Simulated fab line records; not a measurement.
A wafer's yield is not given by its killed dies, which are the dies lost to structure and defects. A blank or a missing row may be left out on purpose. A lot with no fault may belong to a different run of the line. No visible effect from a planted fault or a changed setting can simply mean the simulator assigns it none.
Which tool did it? || flow nand-harc || 18 wafers sampled from 6 lots at 1 step of a route of 1159

WHAT THE GAUGES SHOWED, per wafer
NHARC_A_M1_THK_MEAS_24: measures by xrf.
{"lot": "L104", "measured": "day 18 01:19", "on": "film-metro-02", "thk-nm (nm)": "153.6 155.0 153.6"}
{"lot": "L102", "measured": "day 19 03:46", "on": "film-metro-01", "thk-nm (nm)": "153.2 155.2 156.6"}
{"lot": "L110", "measured": "day 20 00:46", "on": "film-metro-02", "thk-nm (nm)": "154.9 153.6 153.0"}
{"lot": "L119", "measured": "day 22 07:05", "on": "film-metro-01", "thk-nm (nm)": "157.7 153.8 156.1"}
{"lot": "L122", "measured": "day 23 08:59", "on": "film-metro-02", "thk-nm (nm)": "154.7 154.5 154.4"}
{"lot": "L124", "measured": "day 23 13:30", "on": "film-metro-02", "thk-nm (nm)": "157.4 153.8 154.5"}

TOOL THAT RAN EACH LOT (tool first, then ch and the chambers of the sampled wafers, then the start)
Record: no process step prior to these readings.

THE ANSWER, worked out from the rows above alone
Rule: usual is defined by the lots themselves. The widest of any qualifying gaps counts: lots, ordered by their means at a reading, are off when they make up no more than a third of the lots, leave a main group of 4 or more, and stand apart from it by 3 or more times the standard deviation of that group's means. A main group is skipped when, at the precision printed for the reading in the tables above, its means are all equal. A lot without any number at a reading at which 4 lots or more have one is off too. Where the step has rows for the other lots, those lots are counted as sound.
No lot is off at any reading shown: from this, nothing can be told.

WHAT HAD BEEN PUT IN BY THE SIMULATOR
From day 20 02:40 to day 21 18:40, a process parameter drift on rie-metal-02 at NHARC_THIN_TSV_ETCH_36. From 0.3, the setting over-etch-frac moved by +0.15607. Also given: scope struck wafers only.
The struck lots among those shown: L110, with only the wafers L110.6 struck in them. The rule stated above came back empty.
